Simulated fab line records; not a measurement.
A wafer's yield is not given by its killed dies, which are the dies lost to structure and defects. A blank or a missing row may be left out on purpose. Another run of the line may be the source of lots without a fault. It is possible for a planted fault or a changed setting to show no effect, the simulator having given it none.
Chamber matching ; flow n5Finfet ; rieDiel-02 running N5_HKMG_FIN_ETCH_32: 4 sister chambers
The step etches SOC in N2/H2, target depth 240 nm, time 300 s. 14 wafers are shown with their chamber, then 7 later ones without.

WAFERS PAIRED WITH THEIR CHAMBERS
wafer;chamber;showerheadPlenumPTorr (Torr);throttleValvePct (%);oesProductAu (a.u.)
L075.1;2;2.44;18.10;0.74
L075.2;3;2.56;17.88;0.77
L075.4;1;2.50;17.88;0.68
L076.4;1;2.50;17.85;0.68
L076.5;0;2.53;17.94;0.76
L076.6;3;2.55;17.88;0.77
L082.2;3;2.55;17.89;0.76
L082.3;0;2.53;17.95;0.76
L082.6;0;2.53;17.95;0.77
L087.3;3;2.54;17.92;0.75
L087.5;2;2.43;18.14;0.73
L087.6;3;2.54;17.90;0.74
L092.1;3;2.54;17.92;0.74
L092.3;2;2.43;18.17;0.73

SIGNATURES, as means of the wafers listed above
reading;chamber 0;chamber 1;chamber 2;chamber 3;scatter within a chamber
showerheadPlenumPTorr;2.5300;2.5000;2.4333;2.5467;0.00632
throttleValvePct;17.9467;17.8650;18.1367;17.8983;0.0216
oesProductAu;0.7633;0.6800;0.7333;0.7550;0.0104
Rule: for a wafer and a chamber, the distance is found by dividing, reading by reading, the gap between the wafer's reading and the chamber's mean by the reading's scatter, squaring, summing and taking the root. The wafer belongs to the nearest chamber; if the next one is less than 2 further off, it can't be placed. The scatter: take each reading less its chamber's mean, square it, sum over the shown wafers, divide by the number of wafers less the number of chambers, and take the root.

WAFERS WHOSE CHAMBER IS MISSING
wafer;showerheadPlenumPTorr (Torr);throttleValvePct (%);oesProductAu (a.u.)
L092.6;2.54;17.92;0.74
L093.1;2.52;18.00;0.74
L093.4;2.54;17.94;0.75
L093.6;2.43;18.18;0.72
L094.1;2.48;17.46;0.90
L094.2;2.52;17.99;0.74
L094.3;2.42;18.17;0.71

WHICH CHAMBER EACH ONE RAN IN
wafer;from the rows above;in truth
L092.6;can't be placed: 3 or 0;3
L093.1;0;0
L093.4;can't be placed: 0 or 3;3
L093.6;2;2
L094.1;can't be placed: 3 or 0 or 1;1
L094.2;0;0
L094.3;2;2
Placed correctly: 4 of 7. These rows do not allow placing 3 (true chamber among the candidates in 3). Number placed wrongly: 0.
